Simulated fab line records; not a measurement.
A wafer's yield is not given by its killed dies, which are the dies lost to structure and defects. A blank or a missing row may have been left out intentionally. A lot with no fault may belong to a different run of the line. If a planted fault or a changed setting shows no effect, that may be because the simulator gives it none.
fab line records + flow n5-finfet
record
- lots=11
- wafers=32
- last-day=18
route steps=1938 shown SDB@375 HKMG_FIN@386 BEOL_M4@1111 PASSIVATION@1936
lots untouched by any fault: they come from a run of this same line in which no faults occurred
start-h: hours from the record's first day to the start of the lot's first wafer shown + wait-h: time in hours since the lot's previous step + " same as the row above + L1.1+2: a row that stands for several wafers + - either no value or no given start + * or withheld: withheld + < > ~ a bound
route shown NAME@n: NAME is a module with steps in the file, n the number in the route of the first one + usual: average and standard deviation across the fault-free wafers + same: alike in all rows + chamber/n: place in a boat + sites: the reading at each site + _std_site: their standard deviation + _edge_site: outer sites' mean less inner sites' + radius-mm: for every site, how far away it sits from the centre of the wafer + mask NAME#n: copy n + behind: tool/chamber where the wafer was last shaped + hold: what put the lot on hold/how long, in hours/how the hold closed + device: whichever transistor did not switch (one of n, p or np) + end of line: the tests these same wafers got at the end of their route + a step given without rows: its recipe and nothing more + killed: at the first sort, the dies lost to defects and structure; wafer yield is something else + map: shows each die of a wafer: x if killed, . if not, _ if none is there
set.NAME: the setting the step ran with; set.NAME@STEP: the setting that earlier step ran with + model.NAME: the simulator's own value behind a step, which no gauge read
one table for each step of the route and one row for each wafer, over a sample of lots
services: the hour from which a tool's chamber was out of use, counted from the record's first day as start-h (under 0 if before that day), plus the number of hours and why
## steps
# step N5_SDB_THK_MEAS_31
# recipe
- reads=a-Si_of_DUMMY_GATE_CVD_03
# usual
- SDB_THK=64.8/1.1
| lot.wafer | tool          | chamber | start-h | wait-h | SDB_THK[nm] |
|-----------|---------------|---------|---------|--------|-------------|
| L267.1    | film-metro-02 | -       | 71.86   | -      | 67.1        |
| L267.2    | "             | -       | "       | "      | 65.1        |
| L267.3    | "             | -       | "       | "      | 65.3        |
| L268.1    | film-metro-02 | -       | 76.34   | -      | 66.6        |
| L268.2    | "             | -       | "       | "      | 65.8        |
| L268.6    | "             | -       | "       | "      | 65.3        |
| L269.1    | film-metro-02 | -       | 86.03   | -      | 64.0        |
| L269.2    | "             | -       | "       | "      | 63.8        |
| L269.6    | "             | -       | "       | "      | 66.2        |
| L277.3    | film-metro-02 | -       | 130.13  | -      | 63.1        |
| L277.5    | "             | -       | "       | "      | 63.8        |
| L277.6    | "             | -       | "       | "      | 63.6        |
| L279.1    | film-metro-01 | -       | 141.80  | -      | 63.7        |
| L279.2    | "             | -       | "       | "      | 65.8        |
| L279.3    | "             | -       | "       | "      | 65.1        |
| L282.2    | film-metro-01 | -       | 164.83  | -      | 64.7        |
| L282.3    | "             | -       | "       | "      | 64.2        |
| L282.4    | "             | -       | "       | "      | 64.7        |
| L284.3    | film-metro-02 | -       | 173.41  | -      | 63.2        |
| L284.4    | "             | -       | "       | "      | 63.4        |
| L284.6    | "             | -       | "       | "      | 65.4        |
| L286.1    | film-metro-01 | -       | 186.33  | -      | 64.5        |
| L286.2    | "             | -       | "       | "      | 65.3        |
| L286.3    | "             | -       | "       | "      | 64.9        |
| L287.4    | film-metro-02 | -       | 188.28  | -      | 65.6        |
| L287.6    | "             | -       | "       | "      | 67.0        |
| L288.3    | film-metro-02 | -       | 195.22  | -      | 64.7        |
| L288.4    | "             | -       | "       | "      | 65.4        |
| L288.6    | "             | -       | "       | "      | 63.6        |
| L290.1    | film-metro-02 | -       | 208.23  | -      | 64.0        |
| L290.3    | "             | -       | "       | "      | 65.6        |
| L290.6    | "             | -       | "       | "      | 64.4        |
# step N5_HKMG_FIN_HK_ALD_01
# recipe
- material=HfO2
- target-thk-a=16
- temp-c=withheld
- ald-precursor-family=HfCl4
- ald-co-reactant=H2O
- pulse-time-s=3
- purge-time-s=3
- co-reactant-purge-time-s=2.5
- co-reactant-pulse-time-s=0.3
- ald-cycles=30
# usual
- precursor-pulse-height-rel=0.999/0.02
| lot.wafer | tool      | chamber | start-h | wait-h | precursor-pulse-height-rel |
|-----------|-----------|---------|---------|--------|----------------------------|
| L267.1    | ald-hk-01 | 0       | 72.48   | 0.0    | 0.989                      |
| L267.2    | "         | 1       | "       | "      | 1.023                      |
| L267.3    | "         | 2       | "       | "      | 1.015                      |
| L268.1    | ald-hk-02 | 3       | 76.95   | 0.0    | 0.969                      |
| L268.2    | "         | 0       | "       | "      | 1.027                      |
| L268.6    | "         | 3       | "       | "      | 0.991                      |
| L269.1    | ald-hk-03 | 0       | 86.64   | 0.0    | 1.006                      |
| L269.2    | "         | 3       | "       | "      | 0.983                      |
| L269.6    | "         | 1       | "       | "      | 1.019                      |
| L277.3    | ald-hk-03 | 2       | 130.76  | 0.0    | 0.984                      |
| L277.5    | "         | 0       | "       | "      | 0.998                      |
| L277.6    | "         | 3       | "       | "      | 1.001                      |
| L279.1    | ald-hk-03 | 2       | 142.66  | 0.0    | 0.971                      |
| L279.2    | "         | 0       | "       | "      | 0.999                      |
| L279.3    | "         | 1       | "       | "      | 0.975                      |
| L282.2    | ald-hk-03 | 2       | 165.60  | 0.1    | 0.966                      |
| L282.3    | "         | 0       | "       | "      | 0.971                      |
| L282.4    | "         | 1       | "       | "      | 0.991                      |
| L284.3    | ald-hk-03 | 0       | 174.07  | 0.1    | 0.986                      |
| L284.4    | "         | 1       | "       | "      | 0.999                      |
| L284.6    | "         | 2       | "       | "      | 1.012                      |
| L286.1    | ald-hk-02 | 0       | 186.96  | 0.0    | 0.985                      |
| L286.2    | "         | 2       | "       | "      | 0.997                      |
| L286.3    | "         | 1       | "       | "      | 1.011                      |
| L287.4    | ald-hk-01 | 1       | 188.89  | 0.0    | 1.005                      |
| L287.6    | "         | 3       | "       | "      | 0.952                      |
| L288.3    | ald-hk-02 | 1       | 195.88  | 0.0    | 1.036                      |
| L288.4    | "         | 0       | "       | "      | 1.005                      |
| L288.6    | "         | 1       | "       | "      | 0.990                      |
| L290.1    | ald-hk-03 | 1       | 208.84  | 0.0    | 0.985                      |
| L290.3    | "         | 0       | "       | "      | 1.002                      |
| L290.6    | "         | 2       | "       | "      | 0.976                      |
# step N5_HKMG_FIN_HK_ANNEAL_02
# recipe
- temp-c=700
- time-s=30
- ambient=N2
- idle-temp-c=600
- ramp-up-c-per-s=150
- ramp-down-c-per-s=60
- cool-to-c=600
# usual
- lamp-power-pct=8.81/0.052
- wafer_temp_C_max=702.8/0.65
| lot.wafer | tool          | chamber | start-h | wait-h | lamp-power-pct | wafer_temp_C_max |
|-----------|---------------|---------|---------|--------|----------------|------------------|
| L267.1    | rtp-anneal-02 | 0       | 72.67   | 0.1    | 8.83           | 703.8            |
| L267.2    | "             | 0       | "       | "      | 8.82           | 702.3            |
| L267.3    | "             | 0       | "       | "      | 8.80           | 702.1            |
| L268.1    | rtp-anneal-02 | 0       | 77.14   | 0.1    | 8.90           | 702.9            |
| L268.2    | "             | 0       | "       | "      | 8.88           | 703.1            |
| L268.6    | "             | 0       | "       | "      | 8.83           | 701.9            |
| L269.1    | rtp-anneal-01 | 0       | 86.97   | 0.3    | 8.82           | 704.0            |
| L269.2    | "             | 0       | "       | "      | 8.90           | 703.2            |
| L269.6    | "             | 0       | "       | "      | 8.86           | 701.5            |
| L277.3    | rtp-anneal-01 | 0       | 131.12  | 0.3    | 8.81           | 702.7            |
| L277.5    | "             | 0       | "       | "      | 8.83           | 703.6            |
| L277.6    | "             | 0       | "       | "      | 8.85           | 701.8            |
| L279.1    | rtp-anneal-01 | 0       | 142.85  | 0.1    | 8.83           | 702.3            |
| L279.2    | "             | 0       | "       | "      | 8.79           | 703.5            |
| L279.3    | "             | 0       | "       | "      | 8.78           | 702.8            |
| L282.2    | rtp-anneal-02 | 0       | 165.97  | 0.2    | 8.72           | 702.9            |
| L282.3    | "             | 0       | "       | "      | 8.80           | 703.5            |
| L282.4    | "             | 0       | "       | "      | 8.81           | 703.6            |
| L284.3    | rtp-anneal-02 | 0       | 174.51  | 0.3    | 8.77           | 702.4            |
| L284.4    | "             | 0       | "       | "      | 8.85           | 703.4            |
| L284.6    | "             | 0       | "       | "      | 8.76           | 701.6            |
| L286.1    | rtp-anneal-02 | 0       | 187.23  | 0.2    | 8.87           | 702.4            |
| L286.2    | "             | 0       | "       | "      | 8.88           | 702.9            |
| L286.3    | "             | 0       | "       | "      | 8.73           | 702.5            |
| L287.4    | rtp-anneal-02 | 0       | 189.21  | 0.2    | 8.80           | 703.3            |
| L287.6    | "             | 0       | "       | "      | 8.78           | 703.1            |
| L288.3    | rtp-anneal-02 | 0       | 196.25  | 0.3    | 8.80           | 702.4            |
| L288.4    | "             | 0       | "       | "      | 8.85           | 703.4            |
| L288.6    | "             | 0       | "       | "      | 8.74           | 702.9            |
| L290.1    | rtp-anneal-01 | 0       | 209.04  | 0.1    | 8.85           | 704.6            |
| L290.3    | "             | 0       | "       | "      | 8.77           | 704.3            |
| L290.6    | "             | 0       | "       | "      | 8.78           | 703.6            |
# step N5_HKMG_FIN_COAT_42
# recipe
- resist=SiARC
- temp-c=220
- time-s=60
- spin-rpm=1500
- resist-thk-nm=35
# usual
- dispense-pressure-kPa=48.8/2.4
- exhaust-pa=45.0/0.89
- spin-speed-rpm=1499.8/1.1
| lot.wafer | tool           | chamber | start-h | wait-h | dispense-pressure-kPa | exhaust-pa | spin-speed-rpm |
|-----------|----------------|---------|---------|--------|-----------------------|------------|----------------|
| L267.1    | litho-track-02 | 0       | 73.06   | -      | 50.8                  | 45.1       | 1498.2         |
| L267.2    | "              | 0       | "       | "      | 50.8                  | 45.3       | 1499.3         |
| L267.3    | "              | 0       | "       | "      | 50.8                  | 47.0       | 1500.2         |
| L268.1    | litho-track-05 | 0       | 77.55   | -      | 50.1                  | 45.3       | 1501.0         |
| L268.2    | "              | 0       | "       | "      | 50.1                  | 43.7       | 1500.2         |
| L268.6    | "              | 0       | "       | "      | 50.1                  | 44.4       | 1500.6         |
| L269.1    | litho-track-02 | 0       | 87.37   | -      | 50.8                  | 43.8       | 1499.4         |
| L269.2    | "              | 0       | "       | "      | 50.8                  | 44.5       | 1498.6         |
| L269.6    | "              | 0       | "       | "      | 50.8                  | 45.8       | 1499.6         |
| L277.3    | litho-track-01 | 0       | 131.61  | -      | 45.1                  | 46.7       | 1585.6         |
| L277.5    | "              | 0       | "       | "      | 45.1                  | 46.2       | 1585.6         |
| L277.6    | "              | 0       | "       | "      | 45.1                  | 46.1       | 1588.8         |
| L279.1    | litho-track-01 | 0       | 143.24  | -      | 45.1                  | 44.2       | 1587.0         |
| L279.2    | "              | 0       | "       | "      | 45.1                  | 45.2       | 1587.0         |
| L279.3    | "              | 0       | "       | "      | 45.1                  | 45.5       | 1585.7         |
| L282.2    | litho-track-05 | 0       | 166.50  | -      | 50.0                  | 45.1       | 1500.7         |
| L282.3    | "              | 0       | "       | "      | 50.0                  | 45.0       | 1500.7         |
| L282.4    | "              | 0       | "       | "      | 50.0                  | 45.6       | 1500.2         |
| L284.3    | litho-track-05 | 0       | 174.84  | -      | 50.0                  | 45.1       | 1498.6         |
| L284.4    | "              | 0       | "       | "      | 50.0                  | 43.9       | 1497.9         |
| L284.6    | "              | 0       | "       | "      | 50.0                  | 44.4       | 1498.9         |
| L286.1    | litho-track-02 | 0       | 187.62  | -      | 50.8                  | 44.8       | 1501.4         |
| L286.2    | "              | 0       | "       | "      | 50.8                  | 44.6       | 1500.8         |
| L286.3    | "              | 0       | "       | "      | 50.8                  | 45.4       | 1498.7         |
| L287.4    | litho-track-02 | 0       | 189.51  | -      | 50.8                  | 44.1       | 1499.5         |
| L287.6    | "              | 0       | "       | "      | 50.8                  | 45.5       | 1501.8         |
| L288.3    | litho-track-05 | 0       | 196.58  | -      | 50.0                  | 44.8       | 1499.8         |
| L288.4    | "              | 0       | "       | "      | 50.0                  | 45.1       | 1498.3         |
| L288.6    | "              | 0       | "       | "      | 50.0                  | 45.1       | 1499.8         |
| L290.1    | litho-track-05 | 0       | 209.43  | -      | 50.0                  | 45.1       | 1499.5         |
| L290.3    | "              | 0       | "       | "      | 50.0                  | 45.0       | 1500.0         |
| L290.6    | "              | 0       | "       | "      | 50.0                  | 45.2       | 1498.6         |
# step N5_BEOL_M4_RC_MEAS_101
# usual
- DIBL_N=36.1/1.9
- DIBL_P=36.4/2.5
- IOFF_N=0.16/0.036
- IOFF_P=0.22/0.038
- ION_N=672/11
- ION_P=462/8
- SS_N=71.6/0.68
- SS_P=73.3/0.77
- VT_N=250/3.3
- VT_P=-250/3.6
| lot.wafer | tool      | chamber | start-h | wait-h | DIBL_N[mV/V] | DIBL_P[mV/V] | IOFF_N[nA/um] | IOFF_P[nA/um] | ION_N[uA/um] | ION_P[uA/um] | SS_N[mV/dec] | SS_P[mV/dec] | VT_N[mV] | VT_P[mV] |
|-----------|-----------|---------|---------|--------|--------------|--------------|---------------|---------------|--------------|--------------|--------------|--------------|----------|----------|
| L268.1    | prober-02 | 0       | 195.19  | 0.0    | 36.0         | 37.4         | 0.15          | 0.20          | 672          | 462          | 71.8         | 72.7         | 253      | -249     |
| L268.2    | "         | 0       | "       | "      | 37.3         | 39.0         | 0.18          | 0.24          | 677          | 466          | 72.3         | 73.0         | 248      | -245     |
| L268.6    | "         | 0       | "       | "      | 34.0         | 34.3         | 0.12          | 0.16          | 667          | 459          | 70.9         | 72.2         | 255      | -253     |
| L267.1    | prober-01 | 0       | 195.34  | 0.0    | 36.4         | 38.9         | 0.17          | 0.25          | 680          | 467          | 71.6         | 73.4         | 249      | -249     |
| L267.2    | "         | 0       | "       | "      | 38.0         | 40.3         | 0.20          | 0.28          | 678          | 466          | 72.7         | 74.9         | 246      | -246     |
| L267.3    | "         | 0       | "       | "      | 35.3         | 37.8         | 0.15          | 0.23          | 668          | 472          | 71.4         | 73.2         | 251      | -247     |
| L269.1    | prober-02 | 0       | 198.57  | 0.0    | 35.8         | 34.5         | 0.14          | 0.20          | 664          | 457          | 70.9         | 72.5         | 252      | -250     |
| L269.2    | "         | 0       | "       | "      | 37.0         | 37.0         | 0.16          | 0.23          | 664          | 454          | 72.2         | 74.0         | 251      | -248     |
| L269.6    | "         | 0       | "       | "      | 36.3         | 37.3         | 0.16          | 0.24          | 679          | 465          | 71.7         | 73.3         | 249      | -247     |
| L277.3    | prober-01 | 0       | 234.90  | 0.3    | 38.3         | 37.8         | 0.18          | 0.20          | 662          | 444          | 72.8         | 74.3         | 252      | -257     |
| L277.5    | "         | 0       | "       | "      | 37.5         | 37.4         | 0.17          | 0.20          | 677          | 458          | 71.7         | 73.9         | 250      | -255     |
| L277.6    | "         | 0       | "       | "      | 37.4         | 37.0         | 0.17          | 0.19          | 661          | 447          | 72.4         | 73.7         | 252      | -257     |
| L279.1    | prober-01 | 0       | 258.05  | 0.0    | 38.7         | 39.9         | 0.19          | 0.30          | 674          | 465          | 72.4         | 74.5         | 250      | -245     |
| L279.2    | "         | 0       | "       | "      | 36.9         | 36.2         | 0.15          | 0.23          | 667          | 461          | 72.3         | 73.8         | 251      | -248     |
| L279.3    | "         | 0       | "       | "      | 39.0         | 39.8         | 0.20          | 0.28          | 693          | 476          | 72.3         | 74.2         | 247      | -243     |
| L282.2    | prober-01 | 0       | 288.11  | 0.2    | 34.9         | 33.6         | 0.13          | 0.24          | 663          | 472          | 70.4         | 72.7         | 251      | -243     |
| L282.3    | "         | 0       | "       | "      | 35.8         | 32.5         | 0.14          | 0.22          | 660          | 463          | 70.8         | 73.4         | 250      | -242     |
| L282.4    | "         | 0       | "       | "      | 37.4         | 36.1         | 0.16          | 0.30          | 672          | 474          | 71.4         | 73.4         | 252      | -240     |
| L284.3    | prober-02 | 0       | 307.62  | 0.3    | 36.5         | 35.0         | 0.16          | 0.22          | 678          | 466          | 71.7         | 72.2         | 249      | -248     |
| L284.4    | "         | 0       | "       | "      | 36.6         | 35.6         | 0.16          | 0.22          | 685          | 472          | 71.8         | 73.8         | 250      | -249     |
| L284.6    | "         | 0       | "       | "      | 37.9         | 36.2         | 0.18          | 0.23          | 677          | 468          | 72.0         | 72.8         | 250      | -248     |
| L286.1    | prober-02 | 0       | 309.15  | 0.0    | 36.5         | 37.3         | 0.16          | 0.22          | 675          | 468          | 71.6         | 73.4         | 249      | -249     |
| L286.2    | "         | 0       | "       | "      | 37.7         | 37.8         | 0.18          | 0.22          | 683          | 462          | 71.6         | 74.1         | 251      | -251     |
| L286.3    | "         | 0       | "       | "      | 34.7         | 34.8         | 0.13          | 0.18          | 659          | 456          | 71.2         | 73.0         | 251      | -254     |
| L287.4    | prober-01 | 0       | 310.98  | 0.5    | 33.9         | 32.8         | 0.14          | 0.20          | 669          | 474          | 71.3         | 71.6         | 251      | -247     |
| L287.6    | "         | 0       | "       | "      | 34.4         | 35.4         | 0.14          | 0.23          | 675          | 474          | 71.8         | 73.3         | 252      | -244     |
| L288.3    | prober-02 | 0       | 319.21  | 0.3    | 36.8         | 36.3         | 0.16          | 0.22          | 688          | 470          | 71.9         | 73.3         | 249      | -249     |
| L288.4    | "         | 0       | "       | "      | 36.6         | 34.5         | 0.15          | 0.20          | 669          | 459          | 71.0         | 73.1         | 253      | -250     |
| L288.6    | "         | 0       | "       | "      | 33.1         | 31.4         | 0.10          | 0.15          | 654          | 459          | 70.5         | 72.1         | 255      | -255     |
| L290.1    | prober-01 | 0       | 328.62  | 0.0    | 36.8         | 36.1         | 0.15          | 0.17          | 663          | 446          | 71.7         | 73.0         | 253      | -254     |
| L290.3    | "         | 0       | "       | "      | 36.1         | 33.4         | 0.13          | 0.14          | 655          | 442          | 71.0         | 71.8         | 256      | -258     |
| L290.6    | "         | 0       | "       | "      | 36.7         | 35.1         | 0.14          | 0.16          | 660          | 445          | 72.1         | 73.0         | 255      | -257     |
# step N5_PASSIVATION_PROBE_49
# usual
- defect-limited-yield=91.2/1.4
- killed_at_M0_to_M3=34/11
- killed_at_M4_up=14/6.3
- killed-at-contacts=13/7.4
- killed-at-front-end=38/11
- killed-at-other=4.3/2.9
- killed-dies=103/17
- killed-open=68/12
- killed-short=34/8
- sort_bin_5_function=5.1/0.9
- sort_bin_6_memory=3.3/0.66
- sort-n-pass=1077/17
- sort-yield-pct=91.2/1.4
# same
- gross-dies=1180
- killed-at-back-side=0
- sort_bin_4_leakage[%]=0
- sort_bin_8_speed[%]=0
| lot.wafer | tool      | chamber | start-h | wait-h | defect-limited-yield[%] | killed_at_M0_to_M3 | killed_at_M4_up | killed-at-contacts | killed-at-front-end | killed-at-other | killed-dies | killed-open | killed-short | sort_bin_5_function[%] | sort_bin_6_memory[%] | sort-n-pass | sort-yield-pct[%] |
|-----------|-----------|---------|---------|--------|-------------------------|--------------------|-----------------|--------------------|---------------------|-----------------|-------------|-------------|--------------|------------------------|----------------------|-------------|-------------------|
| L269.1    | prober-02 | -       | 310.35  | 0.0    | 90.3                    | 31                 | 17              | 25                 | 41                  | 1               | 115         | 76          | 35           | 6.1                    | 3.4                  | 1065        | 90.3              |
| L269.2    | prober-02 | -       | 310.40  | 0.1    | 90.3                    | 29                 | 13              | 19                 | 52                  | 2               | 115         | 77          | 37           | 5.8                    | 3.6                  | 1065        | 90.3              |
| L269.6    | prober-02 | -       | 310.60  | 0.3    | 91.0                    | 28                 | 12              | 16                 | 44                  | 6               | 106         | 72          | 32           | 5.3                    | 3.6                  | 1074        | 91.0              |
| L277.3    | prober-01 | -       | 337.83  | 0.1    | 91.0                    | 33                 | 19              | 9                  | 44                  | 1               | 106         | 69          | 33           | 4.7                    | 4.2                  | 1074        | 91.0              |
| L277.5    | prober-01 | -       | 337.93  | 0.2    | 93.1                    | 37                 | 8               | 5                  | 27                  | 4               | 81          | 57          | 24           | 4.4                    | 2.5                  | 1099        | 93.1              |
| L277.6    | prober-01 | -       | 337.98  | 0.3    | 90.7                    | 44                 | 13              | 11                 | 32                  | 10              | 110         | 73          | 37           | 5.8                    | 3.1                  | 1070        | 90.7              |
| L286.1    | prober-01 | -       | 424.41  | 0.0    | 90.8                    | 18                 | 26              | 7                  | 52                  | 5               | 108         | 77          | 30           | 4.5                    | 4.2                  | 1072        | 90.8              |
| L286.2    | prober-01 | -       | 424.46  | 0.1    | 91.0                    | 26                 | 16              | 9                  | 48                  | 7               | 106         | 64          | 29           | 5.3                    | 3.0                  | 1074        | 91.0              |
| L286.3    | prober-01 | -       | 424.51  | 0.1    | 92.6                    | 21                 | 14              | 17                 | 34                  | 1               | 87          | 67          | 18           | 4.7                    | 2.3                  | 1093        | 92.6              |
# killed by level:class
L269.1 MOL_CONTACT_COAG:geometric-particle:open=21 FIN_SAQP:geometric-particle:short=11 BEOL_M0_SAQP:geometric-particle:open=11 STI_FIN_REVEAL:geometric-particle:open=9 FIN_SAQP:geometric-particle:open=6 BEOL_M0_SAQP:geometric-particle:short=6 BEOL_M0:geometric-particle:open=5 GATE_CUT:geometric-particle:short=4
L269.2 MOL_CONTACT_COAG:geometric-particle:open=16 STI_FIN_REVEAL:geometric-particle:open=14 FIN_SAQP:geometric-particle:short=10 FIN_SAQP:geometric-particle:open=9 BEOL_M1:geometric-particle:open=9 BEOL_M0:geometric-particle:open=6 BEOL_M4:geometric-particle:open=6 BEOL_M0_SAQP:geometric-particle:open=5
L269.6 MOL_CONTACT_COAG:geometric-particle:open=13 STI_FIN_REVEAL:geometric-particle:open=9 BEOL_M0_SAQP:geometric-particle:open=9 FIN_SAQP:geometric-particle:open=8 BEOL_M0_SAQP:geometric-particle:short=8 FIN_SAQP:geometric-particle:short=7 GATE_CUT:geometric-particle:open=5 BEOL_M1:geometric-particle:open=5
L277.3 STI_FIN_REVEAL:geometric-particle:open=13 BEOL_M4:geometric-particle:open=10 MOL_CONTACT_COAG:geometric-particle:open=7 FIN_SAQP:geometric-particle:short=6 BEOL_M1:geometric-particle:open=6 BEOL_M0_SAQP:geometric-particle:short=6 BEOL_M3:geometric-particle:open=6 FIN_SAQP:geometric-particle:open=5
L277.5 BEOL_M0_SAQP:geometric-particle:open=11 BEOL_M3:geometric-particle:open=10 FIN_SAQP:geometric-particle:open=8 BEOL_M0_SAQP:geometric-particle:short=8 BEOL_M1:geometric-particle:open=5 DUMMY_GATE:geometric-particle:open=4 MOL_CONTACT_COAG:geometric-particle:open=4 GATE_CUT:geometric-particle:open=3
L277.6 BEOL_M0_SAQP:geometric-particle:open=20 BEOL_M0_SAQP:geometric-particle:short=14 MOL_CONTACT_COAG:geometric-particle:open=10 GATE_CUT:geometric-particle:short=8 STI_FIN_REVEAL:geometric-particle:open=7 FIN_SAQP:geometric-particle:open=4 BEOL_M4:geometric-particle:open=4 DUMMY_GATE:geometric-particle:open=3
L286.1 BEOL_M4:geometric-particle:open=17 STI_FIN_REVEAL:geometric-particle:open=12 FIN_SAQP:geometric-particle:open=10 FIN_SAQP:geometric-particle:short=9 BEOL_M3:geometric-particle:open=9 MOL_CONTACT_COAG:geometric-particle:open=6 STARTING-WAFER:geometric-particle:open=4 STI_FIN_REVEAL:geometric-particle:short=3
L286.2 MOL_CONTACT_COAG:geometric-particle:open=8 BEOL_M4:geometric-particle:open=8 HKMG_FIN:area-etch=8 BEOL_M2:geometric-particle:open=6 DUMMY_GATE:geometric-particle:open=5 GATE_CUT:geometric-particle:short=5 GATE_CUT:geometric-particle:open=5 BEOL_M0_SAQP:geometric-particle:short=5
L286.3 MOL_CONTACT_COAG:geometric-particle:open=14 BEOL_M3:geometric-particle:open=12 FIN_SAQP:geometric-particle:open=10 BEOL_M4:geometric-particle:open=7 STI_FIN_REVEAL:geometric-particle:open=6 BEOL_M2:geometric-particle:open=5 GATE_CUT:geometric-particle:open=4 DUMMY_GATE:geometric-particle:open=3
## services
| tool           | chamber | start-h | hours | kind                      |
|----------------|---------|---------|-------|---------------------------|
| rtp-anneal-02  | -       | 49.26   | 6.7   | pm                        |
| ald-hk-02      | -       | 50.88   | 2.8   | pm                        |
| rtp-anneal-02  | -       | 56.89   | 3.9   | pm                        |
| ald-hk-03      | -       | 95.17   | 0.5   | repair                    |
| rtp-anneal-01  | -       | 132.96  | 0.8   | pm                        |
| litho-track-05 | -       | 193.14  | -     | consumable-replace:filter |
## key
first-sign
- step=N5_HKMG_FIN_COAT_42
- reading=spin-speed-rpm
- direction=up
- sigmas=81
- usual=*
- struck=*
effect none on later readings
met-at N5_HKMG_FIN_COAT_42
struck-lots L277,L279
not-acting-at N5_SDB_THK_MEAS_31,N5_HKMG_FIN_HK_ALD_01,N5_HKMG_FIN_HK_ANNEAL_02
fault
- kind=process-parameter-drift
- tool=litho-track-01
- chamber=-
- onset-h=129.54
- steps=N5_HKMG_FIN_COAT_42
- channel=spin-rpm
- offset=*
- shape=step
- end-h=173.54
- acts-in=*
- stated=*
